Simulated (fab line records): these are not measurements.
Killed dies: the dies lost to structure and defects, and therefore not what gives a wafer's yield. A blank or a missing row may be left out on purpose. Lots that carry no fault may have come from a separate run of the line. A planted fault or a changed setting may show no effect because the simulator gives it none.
fab line records	flow n5_finfet
[record] lots = 4	wafers = 12	last_day = 18
route steps=1938 shown MOL_CONTACT_COAG@565 BEOL_M4@1111 PASSIVATION@1936
lots that met no fault: from a run of the same line without faults
start_h: the number of hours between the record's first day and the start of the first shown wafer of the lot	wait_h: how many hours have passed since the lot's step before this one	" the same as in the row above	L1.1+2: one row covering several wafers at once	- no value present, or no start provided	* or withheld: withheld	< > ~ a bound
route shown NAME@n: NAME is a module with steps in the file, n the number in the route of the first one	usual: average and standard deviation across the fault-free wafers	same: alike in all rows	chamber/n: place in a boat	sites: readings site by site	_std_site: their standard deviation	_edge_site: outer sites' mean less inner sites'	radius_mm: for every site, how far away it sits from the centre of the wafer	mask NAME#n: copy n	behind: tool/chamber where the wafer was last shaped	hold: reason for holding the lot/hours on hold/outcome of the hold	device: which transistor (n, p or np) failed to switch	end of line: the same wafers' tests at the end of the route	a step with no rows: only its recipe	killed: dies lost to structure and defects at the first sort, not the wafer's yield	map: the dies of a wafer, with x for killed, . for not killed, _ for no die there
set.NAME: setting as actually run; set.NAME@STEP: the setting as run at that earlier step	model.NAME: the simulator's own value behind a step, which no gauge read
certain route steps with their lots: each step a table, each wafer a row
services: a tool's chamber out of use, with start hour (start_h, from the record's first day; less than 0 if before it), hours out, and reason
[[steps]]
[step N5_MOL_CONTACT_COAG_COAT_76]
[recipe] resist = SiARC	temp_c = 220	time_s = 60	spin_rpm = 1500	resist_thk_nm = 10
[step N5_MOL_CONTACT_COAG_COAT_77]
[recipe] resist = underlayer	temp_c = 205	time_s = 60	spin_rpm = 1500	resist_thk_nm = 10
[step N5_MOL_CONTACT_COAG_COAT_78]
[recipe] resist = CAR-EUV	spin_rpm = 1500	resist_thk_nm = 40
[step N5_MOL_CONTACT_COAG_EBR_80]
[recipe] solvent = PGMEA	ebr_width_mm = 1.5
[step N5_MOL_CONTACT_COAG_SOFTBAKE_79]
[recipe] temp_c = 110	time_s = 60	resist = CAR-EUV
[step N5_MOL_CONTACT_COAG_EXPOSE_81]
[recipe] mask_id = VG	na = 0.33	source_shape = annular	sigma_inner = 0.3	sigma_outer = 0.7	polarization = unpolarized	defocus_nm = 0	dose_mj = 59.5
[step N5_MOL_CONTACT_COAG_PEB_82]
[recipe] peb_temp_c = 100	peb_time_s = 60	resist = CAR-EUV
[step N5_MOL_CONTACT_COAG_DEVELOP_83]
[recipe] develop_time_s = 30	developer = TMAH	resist = CAR-EUV	rinse_liquid = surfactant_rinse	dry = air_spin	dev_temp_c = 23
[step N5_MOL_CONTACT_COAG_DESCUM_88]
[recipe] chemistry = O2	time_s = 7	source_power_w = 50	bias_power_w = 20	pressure_mtorr = 20	rf_frequency_hz = 2.712e+07	temp_c = 40	resist = CAR-EUV	o2_flow_sccm = 225
[step N5_MOL_CONTACT_COAG_ETCH_89]
[recipe] chemistry = N2/H2	target = underlayer	target_depth_a = 130	mask_material = CAR-EUV	time_s = 10.4	ion_energy_ev = 200	pressure_mtorr = 30	source_w = 840	bias_w = 150	n2_flow_sccm = 200	h2_flow_sccm = 200	ends = cleared
[usual] drypump_motor_current_A = 5.7/0.4	etch_rf_on_time_s = 10.39/0.29	oes_product_au = 0.66/0.078	rf_vpp_V = 524.7/2.3	showerhead_plenum_p_Torr = 2.57/0.076	throttle_valve_pct = 17.90/0.26
lot.wafer	tool	chamber	start_h	wait_h	drypump_motor_current_A	etch_rf_on_time_s	oes_product_au	rf_hours_counter_h	rf_vpp_V	showerhead_plenum_p_Torr	throttle_valve_pct
L578.1	rie_diel-05	2	114.57	0.0	5.7	10.21	0.68	99	528.1	2.69	17.99
L578.3	"	1	"	"	6.1	10.00	0.79	14	525.1	2.60	17.43
L578.4	"	3	"	"	6.1	10.30	0.60	209	523.7	2.53	18.19
L593.2	rie_diel-05	2	204.06	0.0	5.7	10.22	0.65	133	526.0	2.68	18.04
L593.5	"	3	"	"	6.1	10.31	0.59	-	522.6	2.52	18.26
L593.6	"	2	"	"	5.7	10.21	0.66	-	526.5	2.68	18.04
L594.3	rie_diel-04	0	221.31	0.0	5.3	9.94	0.85	3	526.0	2.59	17.60
L594.4	"	1	"	"	5.4	10.54	0.60	247	524.9	2.63	18.26
L594.5	"	3	"	"	5.3	10.05	0.61	-	522.3	2.49	18.06
L595.1	rie_diel-05	3	221.78	0.0	6.1	10.29	0.58	248	522.0	2.52	18.26
L595.4	"	1	"	"	6.1	10.09	0.75	49	525.6	2.58	17.50
L595.6	"	3	"	"	6.2	10.27	0.59	-	521.6	2.52	18.27
[step N5_MOL_CONTACT_COAG_ETCH_90]
[recipe] chemistry = CF4	target = SiARC	target_depth_a = 130	mask_material = CAR-EUV	time_s = 21.7	ion_energy_ev = 80	pressure_mtorr = 40	source_w = 545	bias_w = 36	Ar_flow_sccm = 100	cf4_flow_sccm = 100	ends = cleared
[step N5_MOL_CONTACT_COAG_ALD_131]
[recipe] material = SiO2	target_thk_a = 50	temp_c = 100	ald_precursor_family = BDEAS	ald_co_reactant = O2-plasma	pulse_time_s = 1	co_reactant_pulse_time_s = 1	purge_time_s = 2	co_reactant_purge_time_s = 2	ald_cycles = 35	pressure_torr = 2
[step N5_MOL_CONTACT_COAG_ETCHBACK_132]
[recipe] chemistry = CHF3	target = SiO2	target_depth_a = 100	time_s = 6.7	ion_energy_ev = 200	pressure_mtorr = 30	source_w = 610	bias_w = 170	Ar_flow_sccm = 200	CHF3_flow_sccm = 50
[step N5_MOL_CONTACT_COAG_ETCH_91]
[recipe] chemistry = N2/H2	target = SOC	target_depth_a = 600	overetch_a = 210	mask_material = SiARC	temp_c = 40	time_s = 101.2	ion_energy_ev = 200	pressure_mtorr = 30	source_w = 840	bias_w = 150	n2_flow_sccm = 200	h2_flow_sccm = 200
[step N5_MOL_CONTACT_COAG_STRIP_92]
[recipe] chemistry = N2/H2	temp_c = 40	n2_flow_sccm = 200	h2_flow_sccm = 200	rf_frequency_hz = 6e+07
[step N5_MOL_CONTACT_COAG_STRIP_93]
[recipe] chemistry = N2/H2	temp_c = 40	n2_flow_sccm = 200	h2_flow_sccm = 200	rf_frequency_hz = 6e+07
[step N5_MOL_CONTACT_COAG_ETCHBACK_135]
[recipe] chemistry = CHF3	target = SiO2	target_depth_a = 250	time_s = 16.7	ion_energy_ev = 200	pressure_mtorr = 30	source_w = 610	bias_w = 170	Ar_flow_sccm = 200	CHF3_flow_sccm = 50
[step N5_MOL_CONTACT_COAG_STRIP_118]
[recipe] chemistry = CHF3	resist = SiARC	rf_frequency_hz = 6e+07
[step N5_MOL_CONTACT_COAG_VIA_ETCH_46]
[recipe] chemistry = C4F6/O2	target_depth_a = 460	overetch_a = 92	mask_material = SOC	target = SiO2	bias_w = 455	pressure_mtorr = 10	time_s = 40	source_w = 325	Ar_flow_sccm = 300	C4F6_flow_sccm = 10	O2_flow_sccm = 10	ion_energy_ev = 575.3	ends = end_point
[step N5_MOL_CONTACT_COAG_STRIP_96]
[recipe] chemistry = N2/H2	power_w = 500	temp_c = 40	pressure_mtorr = 50	rf_frequency_hz = 6e+07	overash_fraction = 0.3	bias_power_w = 28	h2_frac = 0.5	n2_flow_sccm = 300	h2_flow_sccm = 300
[step N5_MOL_CONTACT_COAG_ETCH_47]
[recipe] chemistry = CH3F/O2	target = SiNx	target_depth_a = 270	mask_material = SiO2	stop_on = W	over_etch_frac = 0.2	ion_energy_ev = 120	endpoint = OES-CN	pressure_mtorr = 30	source_w = 395	bias_w = 73	Ar_flow_sccm = 150	CH3F_flow_sccm = 30	O2_flow_sccm = 20	ends = end_point
[step N5_MOL_CONTACT_COAG_STRIP_119]
[recipe] chemistry = N2/H2	time_s = 30	power_w = 1000	temp_c = 250	pressure_mtorr = withheld	n2_flow_sccm = 1750	h2_flow_sccm = 3250
[step N5_MOL_CONTACT_COAG_PRECLEAN_144]
[recipe] chemistry = alkaline_clean	temp_c = 60	time_s = 60	do_ppb = 50
[step N5_MOL_CONTACT_COAG_SRD_145]
[recipe] dry = ipa_marangoni	time_s = 30	temp_c = 23	rinse_liquid = diw
[step N5_MOL_CONTACT_COAG_COAT_62]
[recipe] resist = SOC	temp_c = 250	time_s = 60	spin_rpm = 1500	resist_thk_nm = 60
[step N5_MOL_CONTACT_COAG_COAT_63]
[recipe] resist = SiARC	temp_c = 220	time_s = 60	spin_rpm = 1500	resist_thk_nm = 10
[step N5_MOL_CONTACT_COAG_COAT_64]
[recipe] resist = underlayer	temp_c = 205	time_s = 60	spin_rpm = 1500	resist_thk_nm = 10
[step N5_MOL_CONTACT_COAG_COAT_34]
[recipe] resist = CAR-EUV	spin_rpm = 1500	resist_thk_nm = 40
[step N5_MOL_CONTACT_COAG_EBR_36]
[recipe] solvent = PGMEA	ebr_width_mm = 1.5
[step N5_MOL_CONTACT_COAG_SOFTBAKE_35]
[recipe] temp_c = 110	time_s = 60	resist = CAR-EUV
[step N5_MOL_CONTACT_COAG_EXPOSE_37]
[recipe] mask_id = VD	na = 0.33	source_shape = annular	sigma_inner = 0.3	sigma_outer = 0.7	polarization = unpolarized	defocus_nm = 0	dose_mj = 62
[step N5_MOL_CONTACT_COAG_PEB_38]
[recipe] peb_temp_c = 100	peb_time_s = 60	resist = CAR-EUV
[step N5_MOL_CONTACT_COAG_DEVELOP_39]
[recipe] develop_time_s = 30	developer = TMAH	resist = CAR-EUV	rinse_liquid = surfactant_rinse	dry = air_spin	dev_temp_c = 23
[step N5_MOL_CONTACT_COAG_INSPECT_42]
[recipe] mode = adi	inspect_instrument = brightfield
[usual] raw_defect_count = 190/46
lot.wafer	tool	chamber	start_h	wait_h	raw_defect_count
L578.1	defect_inspect-02	-	116.04	0.1	269
L578.3	"	-	"	"	189
L578.4	"	-	"	"	198
L593.2	defect_inspect-02	-	205.75	0.0	490
L593.5	"	-	"	"	512
L593.6	"	-	"	"	496
L594.3	defect_inspect-01	-	222.64	0.0	160
L594.4	"	-	"	"	172
L594.5	"	-	"	"	161
L595.1	defect_inspect-02	-	222.97	0.1	540
L595.4	"	-	"	"	544
L595.6	"	-	"	"	507
[step N5_MOL_CONTACT_COAG_DESCUM_45]
[recipe] chemistry = O2	time_s = 7	source_power_w = 50	bias_power_w = 20	pressure_mtorr = 20	rf_frequency_hz = 2.712e+07	temp_c = 40	resist = CAR-EUV	o2_flow_sccm = 225
[step N5_BEOL_M4_RC_MEAS_101]
[usual] DIBL_N = 36.1/2	DIBL_P = 36.3/2.5	IOFF_N = 0.16/0.037	IOFF_P = 0.21/0.039	ION_N = 678/15	ION_P = 465/8.7	SS_N = 71.4/0.7	SS_P = 73.3/0.74	VT_N = 249/3.6	VT_P = -250.0/2.9
lot.wafer	tool	chamber	start_h	wait_h	DIBL_N[mV/V]	DIBL_P[mV/V]	IOFF_N[nA/um]	IOFF_P[nA/um]	ION_N[uA/um]	ION_P[uA/um]	SS_N[mV/dec]	SS_P[mV/dec]	VT_N[mV]	VT_P[mV]
L578.1	prober-02	0	181.07	0.0	37.8	37.0	0.16	0.24	687	473	71.6	73.8	250	-247.3
L578.3	"	0	"	"	35.7	32.9	0.12	0.18	654	451	71.3	72.5	254	-252.8
L578.4	"	0	"	"	33.7	31.7	0.09	0.17	640	449	70.3	72.8	256	-252.8
L593.2	prober-02	0	301.57	0.2	36.1	35.3	0.17	0.19	689	466	71.4	72.7	245	-251.4
L593.5	"	0	"	"	38.8	40.0	0.20	0.27	679	465	72.8	74.0	248	-247.3
L593.6	"	0	"	"	38.2	37.8	0.20	0.23	700	474	72.4	73.6	248	-250.3
L594.3	prober-02	0	308.58	0.3	34.3	35.7	0.13	0.20	681	470	70.7	73.4	254	-250.4
L594.4	"	0	"	"	34.2	35.2	0.14	0.20	667	456	70.6	72.8	250	-253.2
L594.5	"	0	"	"	38.5	40.9	0.22	0.27	704	481	71.8	73.7	245	-248.8
L595.1	prober-02	0	318.63	0.0	37.6	38.3	0.21	0.28	701	476	71.8	74.5	244	-245.1
L595.4	"	0	"	"	37.3	36.7	0.19	0.25	683	461	71.7	73.7	244	-249.8
L595.6	"	0	"	"	34.9	33.8	0.15	0.20	686	475	71.2	73.1	250	-250.5
[step N5_PASSIVATION_PROBE_49]
[usual] defect_limited_yield = 91.1/1.3	killed_at_M0_to_M3 = 32/9.7	killed_at_M4_up = 16/6	killed_at_contacts = 12/5.9	killed_at_front_end = 41/11	killed_at_other = 4/3.1	killed_dies = 104/16	killed_on_rim = 14/4	killed_open = 68/12	killed_short = 34/7.4	sort_bin_5_function = 5.1/0.85	sort_bin_6_memory = 3.3/0.66	sort_bin_8_speed = 0.1/0.53	sort_n_pass = 1075/16	sort_yield_pct = 91.1/1.4
[same] gross_dies = 1180	killed_at_back_side = 0	sort_bin_4_leakage[%] = 0
lot.wafer	tool	chamber	start_h	wait_h	defect_limited_yield[%]	killed_at_M0_to_M3	killed_at_M4_up	killed_at_contacts	killed_at_front_end	killed_at_other	killed_dies	killed_on_rim	killed_open	killed_short	sort_bin_5_function[%]	sort_bin_6_memory[%]	sort_bin_8_speed[%]	sort_n_pass	sort_yield_pct[%]
L593.2	prober-01	-	412.99	0.1	84.0	25	11	115	34	4	189	22	69	25	10.7	4.2	0	991	84.0
L593.5	prober-01	-	413.14	0.2	88.1	31	8	62	38	2	141	28	54	32	7.6	3.1	0	1039	88.1
L593.6	prober-01	-	413.19	0.3	84.4	28	10	102	40	4	184	28	46	27	10.3	2.6	0	996	84.4
L594.3	prober-01	-	425.39	0.1	90.3	30	12	17	50	5	114	17	72	41	6.0	3.5	0	1066	90.3
L595.1	prober-02	-	425.63	0.0	87.5	38	6	63	36	5	148	24	58	31	8.0	3.2	0	1032	87.5
L595.4	prober-02	-	425.78	0.2	83.5	33	11	120	28	3	195	22	62	33	9.6	5.3	0	985	83.5
L595.6	prober-02	-	425.88	0.3	85.9	29	15	63	34	25	166	33	63	28	9.4	3.2	0	1014	85.9
// killed by level:class
L593.2 MOL_CONTACT_COAG:unspecified=95 MOL_CONTACT_COAG:geometric_particle:open=20 FIN_SAQP:geometric_particle:open=8 FIN_SAQP:geometric_particle:short=6 STI_FIN_REVEAL:geometric_particle:open=5 BEOL_M0:geometric_particle:open=5 DUMMY_GATE:geometric_particle:open=4 BEOL_M0_SAQP:geometric_particle:short=4
L593.5 MOL_CONTACT_COAG:unspecified=51 BEOL_M0_SAQP:geometric_particle:open=12 MOL_CONTACT_COAG:geometric_particle:open=8 STI_FIN_REVEAL:geometric_particle:open=7 BEOL_M0_SAQP:geometric_particle:short=7 BEOL_M3:geometric_particle:open=6 FIN_CUT:geometric_particle:short=4 STI_FIN_REVEAL:geometric_particle:short=4
L593.6 MOL_CONTACT_COAG:unspecified=98 BEOL_M3:geometric_particle:open=13 HKMG_FIN:area_etch=13 STI_FIN_REVEAL:geometric_particle:open=5 ILD0:geometric_particle:short=5 FIN_SAQP:geometric_particle:short=4 MOL_CONTACT_COAG:geometric_particle:open=4 BEOL_M0_SAQP:geometric_particle:short=4
L594.3 MOL_CONTACT_COAG:geometric_particle:open=16 FIN_SAQP:geometric_particle:short=15 BEOL_M0_SAQP:geometric_particle:short=12 FIN_SAQP:geometric_particle:open=9 DUMMY_GATE:geometric_particle:open=7 BEOL_M4:geometric_particle:open=6 STI_FIN_REVEAL:geometric_particle:open=5 BEOL_M2:geometric_particle:open=5
L595.1 MOL_CONTACT_COAG:unspecified=49 BEOL_M0_SAQP:geometric_particle:short=13 MOL_CONTACT_COAG:geometric_particle:open=12 BEOL_M0_SAQP:geometric_particle:open=11 FIN_SAQP:geometric_particle:open=7 HKMG_FIN:area_etch=7 BEOL_M3:geometric_particle:open=4 DUMMY_GATE:geometric_particle:open=3
L595.4 MOL_CONTACT_COAG:unspecified=100 MOL_CONTACT_COAG:geometric_particle:open=14 BEOL_M1:geometric_particle:open=7 MOL_CONTACT_COAG:geometric_particle:short=6 BEOL_M2:geometric_particle:open=6 BEOL_M8:geometric_particle:open=6 GATE_CUT:geometric_particle:short=5 BEOL_M2:geometric_particle:short=5
L595.6 MOL_CONTACT_COAG:unspecified=51 PASSIVATION:area_etch=23 MOL_CONTACT_COAG:geometric_particle:open=10 BEOL_M0_SAQP:geometric_particle:open=9 FIN_SAQP:geometric_particle:open=7 DUMMY_GATE:geometric_particle:open=7 BEOL_M4:geometric_particle:open=7 BEOL_M3:geometric_particle:open=6
// map L593.2 (x killed, . not)
_________________..x.........________________
______________.....x............_____________
___________...........x............__________
__________...xx...x................._________
________....xx...x................x..._______
_______.x..x........x..................______
______.x....x..............x.........x.._____
_____.................x....x.............____
____...x.................x................___
___......x.....x.......xx...............x..__
___..............x...............x.......xx__
__.....x..x.......x....x...................._
__xx.............x......x.x.......xxx......._
_..................x.............x...........
_.........x..................................
_......x..............x..................x...
_.....x............................x.........
_.................................x......x...
_......................x............x......x.
_........................x......xx.x....x....
_...........................xx....xxx.....xx.
__.....x.......................xxxx...x....._
__x....x.......x..........x...xxxxxxx.x....._
___.....x.x...................xxxxxxxxxx.xx__
___....x...............x.....xxxxxxxxxx...x__
____..x....................xxxxxxxxxxxxxx.___
_____......x...x.x.......xx..xxxxxxxxxxxx____
______...xx........x.......x..xxxxxxxxxx_____
_______........x..........x.x...xxxxxxx______
________............x..........xxxxxxx_______
__________.............x.....x.xxx.x_________
___________...............xx......x__________
______________..........xx.x...._____________
_________________...........x________________
// map L595.4 (x killed, . not)
_________________............________________
______________..x...........x..x_____________
___________xx......................__________
__________...........x.......x.....x_________
________........x......x..x..........._______
_______....x........x............xx....______
______...xx.x.....x..x.x..x..x.......x.._____
_____xxx...x..xx.........x.............x.____
____.xxxxxxxxx...xx........x..............___
___.xxxxxxxxxx.............x.....x.........__
___.xxxxxxxxxxxxx............x.............__
__.xxxxxxxxxxx..x.........................x._
__.xxxxxxxxxx...x.....x.........x..........._
_.x.xxxxxxxxxxxx...........x.................
_xxxxxxxxxxxxxx......x..x....................
_...xxxxxxxx.......................x...x.....
_...x..xxx.x.................................
_..xx..xx...x..................x.....x....xx.
_................x.................x.x.......
_.....x.x...x.x.x............................
_..........x.....x.x.........x..x.....x..x...
__....x....................................._
__.............x..........xx...x.x........x._
___......x........x.......x.x.............x__
___x...........................x..x........__
____......x....................x..........___
_____........x...x...........x.......x...____
______............x....x................_____
_______..........................x..x..______
________.............................._______
__________..................x......._________
___________.....................x..__________
______________................x._____________
_________________..x..x......________________
[[services]]
tool	chamber	start_h	hours	kind
rie_diel-05	1	102.88	4.1	repair
rie_diel-05	0	124.16	-	clean
rie_diel-05	0	124.16	-	consumable_replace:focus_ring
rie_diel-05	0	124.16	14.1	scheduled_down
rie_diel-05	0	124.16	14.1	vent_cycle
rie_diel-05	0	167.07	5.0	repair
rie_diel-04	2	175.54	3.6	repair
rie_diel-05	1	183.42	12.0	repair
rie_diel-04	0	197.28	-	clean
rie_diel-04	0	197.28	-	consumable_replace:focus_ring
rie_diel-04	0	197.28	12.2	scheduled_down
rie_diel-04	0	197.28	12.2	vent_cycle
rie_diel-05	-	205.16	0.7	repair
rie_diel-05	-	218.37	0.1	repair
[[key]]
[first_sign] step = N5_MOL_CONTACT_COAG_INSPECT_42	reading = raw_defect_count	direction = up	sigmas = 7	usual = 190	struck = 515
[effect] step = N5_PASSIVATION_PROBE_49	reading = killed_at_contacts	direction = up	sigmas = 13	usual = 12	struck = 88
[more_kills_born_at] N5_MOL_CONTACT_COAG_ETCH_89@rie_diel-05 = 444
met_at N5_MOL_CONTACT_COAG_ETCH_89
struck_wafers L593.2,L593.5,L593.6,L595.1,L595.4,L595.6
[baseline_loss] step = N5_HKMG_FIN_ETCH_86	wafers = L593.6
[baseline_loss] step = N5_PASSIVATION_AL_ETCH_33	wafers = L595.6
onset_between 114.57 204.06
[fault] kind = chamber_particle_source	tool = rie_diel-05	chamber = -	onset_h = 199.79	steps = N5_MOL_CONTACT_COAG_ETCH_89	rate_per_visit_cm2 = 0.46284	end_h = 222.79
// baseline_loss: these wafers lose ten dies or more at that step, a loss of the line's own and not of a fault; the sort's usual values leave them out
